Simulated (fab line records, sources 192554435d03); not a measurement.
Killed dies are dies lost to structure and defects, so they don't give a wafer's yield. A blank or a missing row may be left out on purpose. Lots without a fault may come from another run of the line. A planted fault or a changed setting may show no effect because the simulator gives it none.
Problem report in the 8D (eight disciplines) form, filled by code | flow n5_finfet | the parts of the form that need people (team, actions taken, sign-off) are left out

1. THE PROBLEM
plate_temp_C at N5_BEOL_M5_COAT_65 reads a mean of 243.97 C on 8 wafers of 3 lots; wafers without a fault read 249.98 C with a standard deviation of 0.16. That is -38 standard deviations from the usual mean.
The step: time 60 s, resist thk 60 nm.
First seen on wafer L597.4, day 11 07:07, on litho_track-04. The record holds 32 wafers of 11 lots with a number at this step. Rule for "out", or "out of limits": more than 4 standard deviations from the usual mean. The other wafers with a number count as sound.

2. WHAT IT IS AND WHAT IT IS NOT
question                    | is                                 | is not
which readings at this step | plate_temp_C, heater_power_total_W | exhaust_pa
which lots                  | L597, L600, L601                   | L586, L589, L591, L592, L598, L602, L606, L607
which wafers of those lots  | all that have a number             | -
read on which tools         | litho_track-04                     | litho_track-01, litho_track-05
when                        | from day 11 07:07                  | up to then (12 sound wafers); but 12 sound wafers of L598, L602, L606, L607 came after

3. SUSPECTS, AND WHAT RULES EACH OUT
Counting: a tool at a process step up to the reading stays a suspect if it ran every lot that is out and no sound lot after the first of them.
- litho_track-04 at N5_BEOL_M5_COAT_65 (time 60 s, resist thk 60 nm): kept. It ran every lot that is out, first L597 (day 11 07:07), and no sound lot after that; its last sound lot up to then is L591 (day 9 21:53). Its own readings are out on those wafers: heater_power_total_W, plate_temp_C.
Left after counting: litho_track-04 at N5_BEOL_M5_COAT_65.

4. THE CAUSE (what the simulator had put in)
Process parameter drift: litho_track-04, from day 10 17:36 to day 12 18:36, at N5_BEOL_M5_COAT_65. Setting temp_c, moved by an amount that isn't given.
Counting left only this tool.

5. THE CHAIN OF EFFECTS, in route order
Each row: a reading whose mean over the struck wafers that have a number lies more than 3 standard deviations from the usual. Only readings for which the record gives a usual standard deviation are gone through. hours: the time from each lot's start at the first step in this table that gives one to its start at this step, as a median over the lots. sigmas: the change in usual standard deviations.
hours | step               | reading              | usual    | on struck wafers | change | sigmas
0     | N5_BEOL_M5_COAT_65 | heater_power_total_W | 500.4 W  | 485.8            | -14.6  | -8.6
0     | N5_BEOL_M5_COAT_65 | plate_temp_C         | 249.98 C | 243.97           | -6.01  | -38
The process steps in it:
- N5_BEOL_M5_COAT_65: time 60 s, resist thk 60 nm.

6. WHAT WOULD HAVE CAUGHT IT SOONER
In this record the first reading out of limits was taken at day 11 07:07, 14 hours after the fault began at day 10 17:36.
